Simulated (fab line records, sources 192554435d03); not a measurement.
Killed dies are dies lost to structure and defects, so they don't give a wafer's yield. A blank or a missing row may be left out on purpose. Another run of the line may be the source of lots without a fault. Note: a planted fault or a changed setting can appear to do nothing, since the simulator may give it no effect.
The tool behind it: which one? -- flow n5_finfet -- 8 lots with 24 wafers sampled at 7 steps, on a route of 1938 steps

## WHAT THE GAUGES SHOWED, per wafer
N5_BEOL_M0_SAQP_INSPECT_42: inspects for defects (brightfield). Usual: raw_defect_count 289, standard deviation 93.
lot,measured,on,raw_defect_count,flag
L336,day 7 06:39,defect_inspect-02,167 230 214,
L338,day 7 09:59,defect_inspect-01,343 339 294,
L342,day 8 10:07,defect_inspect-02,235 214 230,
L350,day 10 10:09,defect_inspect-01,264 597 192,
L351,day 10 14:48,defect_inspect-02,176 578 157,
L352,day 10 21:14,defect_inspect-02,285 342 297,
L353,day 11 08:28,defect_inspect-02,274 371 312,
L354,day 11 09:28,defect_inspect-01,321 440 383,

N5_BEOL_M0_CUTY_INSPECT_59: inspects for defects (macro). Usual: raw_defect_count 2.1, standard deviation 1.5.
lot,measured,on,raw_defect_count,flag
L336,day 7 08:04,defect_inspect-02,2 1 1,
L338,day 7 11:24,defect_inspect-02,2 3 0,
L342,day 8 11:35,defect_inspect-02,1 0 1,
L350,day 10 11:34,defect_inspect-02,3 >300 2,
L351,day 10 17:04,defect_inspect-02,0 >300 2,
L352,day 10 22:54,defect_inspect-02,3 5 1,
L353,day 11 09:48,defect_inspect-01,3 0 5,
L354,day 11 11:14,defect_inspect-02,0 4 4,

N5_BEOL_M4_RC_MEAS_101. Usual: DIBL_N 36.0 mV/V, standard deviation 1.7; DIBL_P 36.2 mV/V, standard deviation 1.9; IOFF_N 0.154 nA/um, standard deviation 0.028; IOFF_P 0.21 nA/um, standard deviation 0.036; ION_N 675 uA/um, standard deviation 11; ION_P 463 uA/um, standard deviation 8.3; SS_N 71.4 mV/dec, standard deviation 0.63; SS_P 73.2 mV/dec, standard deviation 0.55; VT_N 250.2 mV, standard deviation 3; VT_P -251 mV, standard deviation 3.7.
lot,measured,on,DIBL_N (mV/V),DIBL_P (mV/V),IOFF_N (nA/um),IOFF_P (nA/um),ION_N (uA/um),ION_P (uA/um),SS_N (mV/dec),SS_P (mV/dec),VT_N (mV),VT_P (mV),flag
L336,day 11 22:34,prober-01,38.5 34.9 37.2,40.8 36.2 39.1,0.191 0.124 0.178,0.23 0.17 0.20,689 654 700,469 455 465,71.7 71.2 71.2,73.7 73.0 74.1,247.8 255.7 246.3,-248 -254 -252,
L338,day 12 05:21,prober-01,36.9 35.5 36.7,37.4 35.5 36.4,0.154 0.126 0.142,0.20 0.18 0.18,673 660 670,455 455 455,71.7 72.1 71.4,73.4 72.6 73.1,252.1 252.8 250.3,-252 -252 -254,
L342,day 13 09:31,prober-01,38.1 36.0 37.3,39.2 36.2 37.9,0.194 0.148 0.170,0.22 0.17 0.20,699 669 677,468 449 454,71.7 71.4 71.6,73.8 73.2 73.6,248.7 251.7 249.3,-251 -256 -255,
L350,day 15 04:00,prober-01,35.2 33.8 36.6,32.4 32.5 35.7,0.128 0.107 0.150,0.17 0.17 0.22,662 669 673,459 462 466,70.8 70.2 71.1,72.1 72.8 72.9,256.1 258.0 251.3,-253 -255 -248,
L351,day 15 06:22,prober-01,35.8 36.0 39.1,35.9 36.7 38.8,0.150 0.158 0.214,0.18 0.20 0.23,663 665 697,453 462 468,71.1 71.2 71.9,72.5 72.8 73.2,251.4 247.5 244.7,-251 -249 -251,
L352,day 15 06:41,prober-02,37.4 37.1 34.3,39.0 37.7 34.6,0.203 0.182 0.134,0.29 0.27 0.21,690 676 668,476 471 466,71.6 71.2 70.7,74.1 73.0 72.8,243.0 246.8 252.2,-243 -244 -243,
L353,day 15 08:19,prober-01,36.7 37.2 36.0,35.6 37.2 34.8,0.158 0.174 0.164,0.24 0.26 0.23,666 677 686,465 471 477,71.5 71.2 71.5,73.4 73.7 73.0,252.7 247.7 248.4,-247 -243 -247,
L354,day 15 11:02,prober-02,36.1 35.9 37.9,36.9 34.8 39.6,0.145 0.148 0.192,0.21 0.19 0.25,660 662 697,455 456 471,71.4 71.4 72.3,73.0 72.7 73.9,253.2 252.0 247.7,-253 -252 -249,

## WHICH TOOL RAN EACH LOT (tool, then ch and the chambers of the sampled wafers, then the start)
lot,N5_BEOL_M0_SAQP_HM_OPEN_112,N5_BEOL_M0_SAQP_STRIP_108,N5_BEOL_M0_SAQP_MANDREL2_REMOVE_110,N5_BEOL_M0_SAQP_ALD_48
L336,"rie_diel-02 ch 0,1, day 7 03:03","rie_diel-06 ch 1,2,3, day 7 05:16","rie_si-02 ch 0,1,2, day 7 06:08","ald_sin-04 ch 0,2,3, day 7 06:59"
L338,"rie_diel-02 ch 2,3, day 7 06:28","rie_diel-02 ch 1,2,3, day 7 08:38","rie_si-04 ch 0,1,2, day 7 09:29","ald_sin-01 ch 0,2,3, day 7 10:19"
L342,"rie_diel-04 ch 1,2, day 8 06:35","rie_diel-02 ch 2,3, day 8 08:46","rie_si-04 ch 1,2,3, day 8 09:37","ald_sin-01 ch 1,3, day 8 10:31"
L350,"rie_diel-02 ch 0,1,2, day 10 06:16","rie_diel-02 ch 0,1,3, day 10 08:41","rie_si-06 ch 1,3, day 10 09:31","ald_sin-04 ch 0,3, day 10 10:29"
L351,"rie_diel-02 ch 0,1,2, day 10 11:01","rie_diel-06 ch 0,1,3, day 10 13:13","rie_si-02 ch 0,1,3, day 10 14:10","ald_sin-01 ch 1,2,3, day 10 16:07"
L352,"rie_diel-06 ch 0,1, day 10 17:34","rie_diel-02 ch 0,1,3, day 10 19:45","rie_si-02 ch 0,2,3, day 10 20:41","ald_sin-04 ch 0,2,3, day 10 21:34"
L353,"rie_diel-04 ch 0,3, day 11 04:14","rie_diel-02 ch 1,3, day 11 07:07","rie_si-06 ch 1,2, day 11 07:58","ald_sin-02 ch 0,2,3, day 11 08:52"
L354,"rie_diel-02 ch 1,3, day 11 04:38","rie_diel-02 ch 0,1,3, day 11 07:19","rie_si-02 ch 1,2, day 11 08:58","ald_sin-02 ch 1,2,3, day 11 10:08"
- N5_BEOL_M0_SAQP_HM_OPEN_112: chemistry CHF3/O2, target SiO2, stops on a-Si, target depth 12 nm, time 13.5 s.
- N5_BEOL_M0_SAQP_STRIP_108: strips in N2/H2.
- N5_BEOL_M0_SAQP_MANDREL2_REMOVE_110: chemistry HBr/Cl2/O2, target a-Si, stops on SiCN, bt time 10 s.
- N5_BEOL_M0_SAQP_ALD_48: deposits SiO2, target thk 20 nm, pulse time 1 s, co reactant pulse time 1 s.

## WHAT THE TOOLS THEMSELVES READ (means of the sampled wafers that have a number; where no wafer has one, the mark that the record gives instead)
N5_BEOL_M0_SAQP_HM_OPEN_112. Usual: drypump_motor_current_A 5.6 A, standard deviation 0.34; oes_product_au 0.50 a.u., standard deviation 0.056; rf_vpp_V 524 V, standard deviation 13; showerhead_plenum_p_Torr 2.37 Torr, standard deviation 0.065; throttle_valve_pct 18.84 %, standard deviation 0.21.
lot,tool,drypump_motor_current_A (A),oes_product_au (a.u.),rf_vpp_V (V),showerhead_plenum_p_Torr (Torr),throttle_valve_pct (%),flag
L336,rie_diel-02,5.6,0.47,529,2.41,18.87,
L338,rie_diel-02,5.6,0.48,532,2.38,18.86,
L342,rie_diel-04,5.6,0.48,526,2.44,18.97,
L350,rie_diel-02,5.6,0.51,533,2.38,18.69,
L351,rie_diel-02,5.6,0.51,533,2.38,18.69,
L352,rie_diel-06,5.4,0.51,528,2.32,18.76,
L353,rie_diel-04,5.7,0.49,511,2.36,18.83,
L354,rie_diel-02,5.8,0.46,513,2.34,18.89,

N5_BEOL_M0_SAQP_STRIP_108. Usual: drypump_motor_current_A 5.6 A, standard deviation 0.34; oes_product_au 0.76 a.u., standard deviation 0.086; rf_vpp_V 121.5 V, standard deviation 0.98; showerhead_plenum_p_Torr 3.32 Torr, standard deviation 0.1; throttle_valve_pct 19.0 %, standard deviation 0.35.
lot,tool,drypump_motor_current_A (A),oes_product_au (a.u.),rf_vpp_V (V),showerhead_plenum_p_Torr (Torr),throttle_valve_pct (%),flag
L336,rie_diel-06,5.4,0.73,121.0,3.30,18.9,
L338,rie_diel-02,5.7,0.72,121.3,3.29,18.9,
L342,rie_diel-02,5.6,0.71,121.8,3.32,19.0,
L350,rie_diel-02,5.7,0.79,122.0,3.31,19.0,
L351,rie_diel-06,5.3,0.77,121.8,3.23,18.7,
L352,rie_diel-02,5.8,0.78,120.6,3.31,19.0,
L353,rie_diel-02,5.8,0.70,121.3,3.27,19.2,
L354,rie_diel-02,5.7,0.78,121.4,3.31,19.0,

N5_BEOL_M0_SAQP_MANDREL2_REMOVE_110. Usual: drypump_motor_current_A 5.8 A, standard deviation 0.37; oes_product_au 1.006 a.u., standard deviation 0.017; throttle_valve_pct 36.7 %, standard deviation 0.39.
lot,tool,drypump_motor_current_A (A),oes_product_au (a.u.),throttle_valve_pct (%),flag
L336,rie_si-02,6.1,1.011,36.4,
L338,rie_si-04,5.5,1.002,36.5,
L342,rie_si-04,5.7,1.000,36.3,
L350,rie_si-06,5.6,1.016,36.9,
L351,rie_si-02,6.2,1.008,36.8,
L352,rie_si-02,6.0,1.028,36.6,
L353,rie_si-06,5.4,1.014,36.9,
L354,rie_si-02,6.2,1.011,36.2,

N5_BEOL_M0_SAQP_ALD_48. Usual: heater_power_w 76 W, standard deviation 7.8; precursor_pulse_height_rel 0.998, standard deviation 0.021.
lot,tool,heater_power_w (W),precursor_pulse_height_rel,flag
L336,ald_sin-04,81,1.008,
L338,ald_sin-01,72,0.998,
L342,ald_sin-01,81,1.002,
L350,ald_sin-04,82,1.006,
L351,ald_sin-01,79,1.005,
L352,ald_sin-04,81,1.001,
L353,ald_sin-02,74,1.002,
L354,ald_sin-02,76,0.988,

## THE ANSWER, worked out from the rows above alone
Rule: take the mean of a lot's wafers that have a number; if it is more than 3 standard deviations from the usual mean, the lot is off. A lot without any number at a reading at which 4 lots or more have one is off too. All remaining lots with rows at the step are treated as sound. Order of review: gauges by route order, followed by the tools' own readings, for which a lot's mean as printed above is used. At the first step where some lot is off, the reading lying furthest off is the one used; lots without a number count as furthest.
Nothing can be told from this: no lot is off at any reading shown.

## WHAT THE SIMULATOR PUT IN
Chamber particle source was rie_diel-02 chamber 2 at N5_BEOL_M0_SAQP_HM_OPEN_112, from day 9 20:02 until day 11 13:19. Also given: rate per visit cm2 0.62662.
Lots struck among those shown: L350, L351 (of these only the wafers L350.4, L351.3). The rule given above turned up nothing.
